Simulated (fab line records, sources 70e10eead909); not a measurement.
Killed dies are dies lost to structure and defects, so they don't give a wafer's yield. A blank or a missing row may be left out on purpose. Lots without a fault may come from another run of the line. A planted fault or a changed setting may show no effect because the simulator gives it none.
Tool commonality check | flow nand_harc | 14 lots, 44 wafers sampled

WHY IT WAS OPENED
At NHARC_A_ONON_D1_THK_MEAS_21 the reading thk_nm is flagged on 2 of 14 lots. Wafers without a fault read 1002 nm, standard deviation 9.5.
Rule: a lot is flagged when every wafer of it that has a number lies more than 4 standard deviations from that mean, or none has a number. The other lots count as sound.

lot  | measured     | on            | thk_nm (nm), wafer by wafer   | flag
L755 | day 8 08:29  | film_metro-02 | 1000 999 1001                 |
L754 | day 8 08:30  | film_metro-01 | 1000 1001 1001                |
L756 | day 8 22:47  | film_metro-02 | 990 991 990                   |
L757 | day 9 10:41  | film_metro-02 | 1001 1001 1001                |
L758 | day 9 21:59  | film_metro-02 | 1001 1004 1001                |
L759 | day 10 06:08 | film_metro-02 | 1018 1017 1017                |
L760 | day 10 22:34 | film_metro-01 | 1008 1006 1007                |
L761 | day 11 06:24 | film_metro-02 | 1007 1005 1007                |
L762 | day 11 16:45 | film_metro-01 | 1013 1014 1015                |
L772 | day 16 01:00 | film_metro-01 | 1562 1561 1562 1561 1564 1563 | FLAGGED
L773 | day 16 09:39 | film_metro-01 | 1575 1575                     | FLAGGED
L775 | day 17 02:23 | film_metro-01 | 1015 1017 1017                |
L776 | day 17 10:12 | film_metro-02 | 1008 1008 1007                |
L777 | day 17 20:01 | film_metro-01 | 990 990 991                   |
The numbers of the flagged lots are 1565 nm on average: +563 nm against the usual, or +59 standard deviations.

WHICH TOOL RAN EACH LOT
The record holds 3 process steps before the reading, out of a route of 1302 steps. In each cell: the tool, then ch and the chambers that the sampled wafers went through, then the start.
lot  | flag    | NHARC_P_BONDPAD_CMP_19        | NHARC_A_ZERO_WELL_RTA_16         | NHARC_A_ONON_D1_DEP_19
L755 |         | cmp-01 ch 0,2,3, day 6 22:34  | rtp_anneal-01 ch 0, day 7 01:43  | pecvd_onon-02 ch 0, day 8 08:02
L754 |         | cmp-03 ch 2,3, day 6 21:59    | rtp_anneal-01 ch 0, day 7 01:10  | pecvd_onon-03 ch 0, day 8 08:03
L756 |         | cmp-01 ch 0,2,3, day 7 09:59  | rtp_anneal-01 ch 0, day 7 12:58  | pecvd_onon-04 ch 0, day 8 22:17
L757 |         | cmp-01 ch 1,2,3, day 7 23:31  | rtp_anneal-02 ch 0, day 8 02:29  | pecvd_onon-03 ch 0, day 9 10:10
L758 |         | cmp-02 ch 0,2,3, day 8 10:37  | rtp_anneal-02 ch 0, day 8 13:43  | pecvd_onon-02 ch 0, day 9 21:29
L759 |         | cmp-02 ch 1,2,3, day 8 17:48  | rtp_anneal-02 ch 0, day 8 20:53  | pecvd_onon-04 ch 0, day 10 05:37
L760 |         | cmp-02 ch 0,1,3, day 9 09:31  | rtp_anneal-01 ch 0, day 9 12:37  | pecvd_onon-04 ch 0, day 10 22:03
L761 |         | cmp-02 ch 1,3, day 9 17:57    | rtp_anneal-01 ch 0, day 9 20:58  | pecvd_onon-04 ch 0, day 11 05:57
L762 |         | cmp-02 ch 0,2,3, day 10 00:28 | rtp_anneal-02 ch 0, day 10 03:25 | pecvd_onon-04 ch 0, day 11 16:14
L772 | FLAGGED | cmp-02 ch 0,1, day 14 14:07   | rtp_anneal-02 ch 0, day 14 17:22 | pecvd_onon-04 ch 0, day 16 00:37
L773 | FLAGGED | cmp-03 ch 3, day 14 21:38     | rtp_anneal-02 ch 0, day 15 00:56 | pecvd_onon-04 ch 0, day 16 09:19
L775 |         | cmp-02 ch 1,2,3, day 15 13:53 | rtp_anneal-01 ch 0, day 15 17:07 | pecvd_onon-03 ch 0, day 17 01:52
L776 |         | cmp-02 ch 0,1,2, day 15 21:45 | rtp_anneal-01 ch 0, day 16 00:45 | pecvd_onon-02 ch 0, day 17 09:45
L777 |         | cmp-01 ch 2,3, day 16 08:52   | rtp_anneal-01 ch 0, day 16 12:08 | pecvd_onon-03 ch 0, day 17 19:41
What these steps do:
- NHARC_P_BONDPAD_CMP_19: polishes, t overpolish 30 s, cu recess touch 16 s, target thk 160.81 nm.
- NHARC_A_ZERO_WELL_RTA_16: time 10 s.
- NHARC_A_ONON_D1_DEP_19: target thk 1000 nm.
- NHARC_A_ONON_D1_THK_MEAS_21: measures by ellipsometry.

FLAGGED OVER TOTAL, TOOL BY TOOL (the gauges that took the reading come last)
step                        | tool          | lots run | flagged | share of the flagged lots | sound lots run after its first flagged lot
NHARC_P_BONDPAD_CMP_19      | cmp-01        | 4        | 0       | none                      | -
NHARC_P_BONDPAD_CMP_19      | cmp-02        | 8        | 1       | some                      | 2 (L775,L776)
NHARC_P_BONDPAD_CMP_19      | cmp-03        | 2        | 1       | some                      | 0
NHARC_A_ZERO_WELL_RTA_16    | rtp_anneal-01 | 8        | 0       | none                      | -
NHARC_A_ZERO_WELL_RTA_16    | rtp_anneal-02 | 6        | 2       | all                       | 0
NHARC_A_ONON_D1_DEP_19      | pecvd_onon-02 | 3        | 0       | none                      | -
NHARC_A_ONON_D1_DEP_19      | pecvd_onon-03 | 4        | 0       | none                      | -
NHARC_A_ONON_D1_DEP_19      | pecvd_onon-04 | 7        | 2       | all                       | 0
NHARC_A_ONON_D1_THK_MEAS_21 | film_metro-01 | 7        | 2       | all                       | 2 (L775,L777)
NHARC_A_ONON_D1_THK_MEAS_21 | film_metro-02 | 7        | 0       | none                      | -

WHAT THE TABLE ALLOWS
3 rows of the table ran every flagged lot: rtp_anneal-02 at NHARC_A_ZERO_WELL_RTA_16, pecvd_onon-04 at NHARC_A_ONON_D1_DEP_19, film_metro-01 at NHARC_A_ONON_D1_THK_MEAS_21.
- rtp_anneal-02 at NHARC_A_ZERO_WELL_RTA_16: 2 of its 6 lots flagged. Its last sound lot is L762 (day 10 03:25), its first flagged lot L772 (day 14 17:22): a fault that began between those two fits.
- pecvd_onon-04 at NHARC_A_ONON_D1_DEP_19: 2 of its 7 lots flagged. Its last sound lot is L762 (day 11 16:14), its first flagged lot L772 (day 16 00:37): a fault that began between those two fits.
- film_metro-01 at NHARC_A_ONON_D1_THK_MEAS_21: 2 of its 7 lots flagged. Sound lots ran on it after the first flagged one (L775, L777), which a lasting fault on the whole tool wouldn't allow.
Counting lots can't tell these 2 tools apart, because each fits a fault that began at some hour. More lots, or a look at what each step does to the wafer, might.

WHAT THE SIMULATOR HAD PUT IN
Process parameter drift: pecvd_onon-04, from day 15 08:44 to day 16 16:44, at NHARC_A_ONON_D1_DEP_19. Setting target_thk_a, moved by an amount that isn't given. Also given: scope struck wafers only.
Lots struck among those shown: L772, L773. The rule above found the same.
